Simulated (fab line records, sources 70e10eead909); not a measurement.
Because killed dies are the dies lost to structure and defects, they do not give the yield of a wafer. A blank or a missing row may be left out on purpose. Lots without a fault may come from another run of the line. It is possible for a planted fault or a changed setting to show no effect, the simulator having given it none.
The tool behind it: which one? | flow nand-harc | 39 wafers from 13 lots sampled at 4 of the route's 1302 steps

WHAT THE GAUGES SHOWED, per wafer
No reading from a measuring or inspecting step in the record can be judged against a usual standard deviation.

TOOL THAT RAN EACH LOT (tool first, then ch and the chambers of the sampled wafers, then the start)
lot  | NHARC_A_STAIRCASE_TRIM_222                    | NHARC_A_STAIRCASE_ETCH_223                    | NHARC_A_STAIRCASE_TRIM_224                    | NHARC_A_STAIRCASE_ETCH_230
L273 | rie-diel-05 ch 0,1,2, day 15 22:01 or earlier | rie-diel-05 ch 0,3, day 15 22:01 or earlier   | rie-diel-05 ch 0,1,3, day 15 22:01 or earlier | rie-diel-05 ch 0,1,2, day 15 22:01
L274 | rie-diel-02 ch 2,3, day 16 05:14 or earlier   | rie-diel-02 ch 1,2,3, day 16 05:14 or earlier | rie-diel-02 ch 0,2,3, day 16 05:14 or earlier | rie-diel-02 ch 0,1, day 16 05:14
L277 | rie-diel-02 ch 1,2,3, day 17 09:15 or earlier | rie-diel-02 ch 1,2, day 17 09:15 or earlier   | rie-diel-02 ch 1,2, day 17 09:15 or earlier   | rie-diel-02 ch 1,2, day 17 09:15
L276 | rie-diel-05 ch 0,1, day 17 13:19 or earlier   | rie-diel-05 ch 0,2,3, day 17 13:19 or earlier | rie-diel-05 ch 1,2, day 17 13:19 or earlier   | rie-diel-05 ch 1,2, day 17 13:19
L278 | rie-diel-03 ch 0,2,3, day 17 18:16 or earlier | rie-diel-03 ch 0,2,3, day 17 18:16 or earlier | rie-diel-03 ch 0,2,3, day 17 18:16 or earlier | rie-diel-03 ch 0,2,3, day 17 18:16
L279 | rie-diel-05 ch 0,2, day 18 12:40 or earlier   | rie-diel-05 ch 0,1,2, day 18 12:40 or earlier | rie-diel-05 ch 2,3, day 18 12:40 or earlier   | rie-diel-03 ch 0,2,3, day 18 12:40
L281 | rie-diel-03 ch 0,1,2, day 19 02:46 or earlier | rie-diel-03 ch 0,1,3, day 19 02:46 or earlier | rie-diel-03 ch 0,1,3, day 19 02:46 or earlier | rie-diel-02 ch 1,2,3, day 19 02:46
L280 | rie-diel-05 ch 0,1,2, day 19 04:04 or earlier | rie-diel-05 ch 0,1, day 19 04:04 or earlier   | rie-diel-05 ch 0,1,3, day 19 04:04 or earlier | rie-diel-02 ch 0,2, day 19 04:04
L284 | rie-diel-05 ch 0,1, day 20 15:24 or earlier   | rie-diel-05 ch 0,2,3, day 20 15:24 or earlier | rie-diel-05 ch 0,1,3, day 20 15:24 or earlier | rie-diel-02 ch 1,3, day 20 15:24
L282 | rie-diel-03 ch 0,1,2, day 20 15:41 or earlier | rie-diel-03 ch 0,2,3, day 20 15:41 or earlier | rie-diel-03 ch 1,2,3, day 20 15:41 or earlier | rie-diel-02 ch 0,1,3, day 20 15:41
L283 | rie-diel-05 ch 2,3, day 20 19:16 or earlier   | rie-diel-05 ch 0,1,3, day 20 19:16 or earlier | rie-diel-05 ch 1,2, day 20 19:16 or earlier   | rie-diel-03 ch 1,3, day 20 19:16
L285 | rie-diel-02 ch 0,3, day 20 20:03 or earlier   | rie-diel-02 ch 2,3, day 20 20:03 or earlier   | rie-diel-02 ch 2,3, day 20 20:03 or earlier   | rie-diel-05 ch 0,1,2, day 20 20:03
L290 | rie-diel-02 ch 1,2,3, day 23 07:01 or earlier | rie-diel-02 ch 2,3, day 23 07:01 or earlier   | rie-diel-02 ch 1,2,3, day 23 07:01 or earlier | rie-diel-03 ch 0,1,3, day 23 07:01
- NHARC_A_STAIRCASE_TRIM_222: chemistry O2, time 211.2 s.
- NHARC_A_STAIRCASE_ETCH_223: etches the open film in C4F8/O2, target depth 100 nm, time 40.5 s.
- NHARC_A_STAIRCASE_TRIM_224: chemistry O2, time 211.2 s.
- NHARC_A_STAIRCASE_ETCH_230: etches the open film in C4F8/O2, target depth 100 nm, time 40.5 s.

AS READ BY THE TOOLS THEMSELVES (means over the sampled wafers that have a number; for cases with no such wafer, the mark the record gives instead)
NHARC_A_STAIRCASE_TRIM_222. Usual: drypump-motor-current-A 6.0 A, standard deviation 0.42; oes-product-au 0.996 a.u., standard deviation 0.0095; rf-vpp-V 57.7 V, standard deviation 0.87; showerhead-plenum-p-Torr 3.47 Torr, standard deviation 0.13; throttle-valve-pct 17.036 %, standard deviation 0.0093.
lot  | tool        | drypump-motor-current-A (A) | oes-product-au (a.u.) | rf-vpp-V (V) | showerhead-plenum-p-Torr (Torr) | throttle-valve-pct (%) | flag
L273 | rie-diel-05 | 6.3                         | 0.994                 | 58.2         | 3.47                            | 17.036                 |
L274 | rie-diel-02 | 6.1                         | 1.011                 | 57.4         | 3.45                            | 17.031                 |
L277 | rie-diel-02 | 6.0                         | 1.004                 | 58.0         | 3.41                            | 17.045                 |
L276 | rie-diel-05 | 6.4                         | 0.997                 | 57.8         | 3.54                            | 17.037                 |
L278 | rie-diel-03 | 6.2                         | 0.983                 | 57.4         | 3.47                            | 17.034                 |
L279 | rie-diel-05 | 6.4                         | 1.001                 | 57.0         | 3.34                            | 17.034                 |
L281 | rie-diel-03 | 6.0                         | 0.995                 | 58.1         | 3.50                            | 17.033                 |
L280 | rie-diel-05 | 6.2                         | 0.988                 | 56.9         | 3.46                            | 17.035                 |
L284 | rie-diel-05 | 6.5                         | 0.987                 | 57.6         | 3.40                            | 17.041                 |
L282 | rie-diel-03 | 6.0                         | 0.993                 | 58.1         | 3.50                            | 17.031                 |
L283 | rie-diel-05 | 5.6                         | 0.996                 | 57.5         | 3.47                            | 17.029                 |
L285 | rie-diel-02 | 5.9                         | 1.007                 | 58.3         | 3.52                            | 17.036                 |
L290 | rie-diel-02 | 6.1                         | 1.000                 | 57.0         | 3.39                            | 17.037                 |

NHARC_A_STAIRCASE_ETCH_223. Usual: oes-product-au 0.938 a.u., standard deviation 0.011; rf-fwd-power-W 592 W, standard deviation 3.1; rf-vpp-V 894 V, standard deviation 4.7.
lot  | tool        | oes-product-au (a.u.) | rf-fwd-power-W (W) | rf-vpp-V (V) | flag
L273 | rie-diel-05 | 0.944                 | 591                | 893          |
L274 | rie-diel-02 | 0.959                 | 590                | 893          |
L277 | rie-diel-02 | 0.934                 | 592                | 891          |
L276 | rie-diel-05 | 0.939                 | 590                | 893          |
L278 | rie-diel-03 | 0.935                 | 588                | 894          |
L279 | rie-diel-05 | 0.941                 | 595                | 893          |
L281 | rie-diel-03 | 0.933                 | 594                | 898          |
L280 | rie-diel-05 | 0.932                 | 595                | 892          |
L284 | rie-diel-05 | 0.938                 | 591                | 892          |
L282 | rie-diel-03 | 0.932                 | 590                | 893          |
L283 | rie-diel-05 | 0.935                 | 593                | 895          |
L285 | rie-diel-02 | 0.957                 | 592                | 890          |
L290 | rie-diel-02 | 0.926                 | 593                | 892          |

NHARC_A_STAIRCASE_TRIM_224. Usual: drypump-motor-current-A 6.0 A, standard deviation 0.42; oes-product-au 0.997 a.u., standard deviation 0.0095; rf-vpp-V 57.7 V, standard deviation 0.9; showerhead-plenum-p-Torr 3.47 Torr, standard deviation 0.12; throttle-valve-pct 17.037 %, standard deviation 0.0098.
lot  | tool        | drypump-motor-current-A (A) | oes-product-au (a.u.) | rf-vpp-V (V) | showerhead-plenum-p-Torr (Torr) | throttle-valve-pct (%) | flag
L273 | rie-diel-05 | 6.0                         | 1.007                 | 57.5         | 3.51                            | 17.033                 |
L274 | rie-diel-02 | 5.9                         | 0.999                 | 58.2         | 3.49                            | 17.038                 |
L277 | rie-diel-02 | 6.0                         | 0.999                 | 57.0         | 3.36                            | 17.043                 |
L276 | rie-diel-05 | 6.1                         | 0.992                 | 57.7         | 3.59                            | 17.034                 |
L278 | rie-diel-03 | 6.2                         | 0.999                 | 58.3         | 3.47                            | 17.027                 |
L279 | rie-diel-05 | 5.7                         | 0.998                 | 57.1         | 3.48                            | 17.040                 |
L281 | rie-diel-03 | 5.9                         | 0.990                 | 57.7         | 3.57                            | 17.036                 |
L280 | rie-diel-05 | 6.1                         | 0.994                 | 57.8         | 3.50                            | 17.042                 |
L284 | rie-diel-05 | 6.0                         | 0.989                 | 57.9         | 3.49                            | 17.042                 |
L282 | rie-diel-03 | 6.2                         | 0.988                 | 58.0         | 3.48                            | 17.039                 |
L283 | rie-diel-05 | 5.9                         | 0.991                 | 57.0         | 3.50                            | 17.035                 |
L285 | rie-diel-02 | 6.0                         | 1.010                 | 56.7         | 3.38                            | 17.045                 |
L290 | rie-diel-02 | 6.1                         | 1.003                 | 56.8         | 3.39                            | 17.043                 |

NHARC_A_STAIRCASE_ETCH_230. Usual: oes-product-au 0.947 a.u., standard deviation 0.017; rf-fwd-power-W 592 W, standard deviation 3.3; rf-vpp-V 894 V, standard deviation 4.5.
lot  | tool        | oes-product-au (a.u.) | rf-fwd-power-W (W) | rf-vpp-V (V) | flag
L273 | rie-diel-05 | 0.946                 | 595                | 894          |
L274 | rie-diel-02 | 0.947                 | 594                | 896          |
L277 | rie-diel-02 | 0.944                 | 592                | 889          |
L276 | rie-diel-05 | 0.938                 | 595                | 897          |
L278 | rie-diel-03 | 0.935                 | 591                | 893          |
L279 | rie-diel-03 | 0.956                 | 590                | 894          |
L281 | rie-diel-02 | 0.943                 | 591                | 891          |
L280 | rie-diel-02 | 0.968                 | 595                | 892          |
L284 | rie-diel-02 | 0.971                 | 588                | 893          |
L282 | rie-diel-02 | 0.961                 | 591                | 894          |
L283 | rie-diel-03 | 0.963                 | 593                | 896          |
L285 | rie-diel-05 | 0.961                 | 595                | 893          |
L290 | rie-diel-03 | 1.018                 | 673                | 897          | OFF

THE ANSWER, worked out from the rows above alone
Rule: take the mean of a lot's wafers that have a number; if it is more than 3 standard deviations from the usual mean, the lot is off. Also off: a lot with no number at a reading for which 4 or more lots have one. All remaining lots with rows at the step are treated as sound. Order of review: gauges by route order, followed by the tools' own readings, for which a lot's mean as printed above is used. The first step at which some lot is off is used, and at that step the reading that is off furthest; a lot without a number counts as furthest.
Off: L290, at NHARC_A_STAIRCASE_ETCH_230 (rf-fwd-power-W).
A tool fits if, at that step or a process step before it, it ran every lot that is off, and no sound lot after the first of them. NHARC_A_STAIRCASE_TRIM_222: start missing for some lots; hours and lot order therefore follow NHARC_A_STAIRCASE_ETCH_230. NHARC_A_STAIRCASE_ETCH_223: start missing for some lots; hours and lot order therefore follow NHARC_A_STAIRCASE_ETCH_230. NHARC_A_STAIRCASE_TRIM_224: start missing for some lots; hours and lot order therefore follow NHARC_A_STAIRCASE_ETCH_230. This does not decide it: 2 tools fit, namely rie-diel-02 at NHARC_A_STAIRCASE_TRIM_222 and NHARC_A_STAIRCASE_ETCH_223 and NHARC_A_STAIRCASE_TRIM_224 and rie-diel-03 at NHARC_A_STAIRCASE_ETCH_230.

WHAT THE SIMULATOR HAD PUT IN
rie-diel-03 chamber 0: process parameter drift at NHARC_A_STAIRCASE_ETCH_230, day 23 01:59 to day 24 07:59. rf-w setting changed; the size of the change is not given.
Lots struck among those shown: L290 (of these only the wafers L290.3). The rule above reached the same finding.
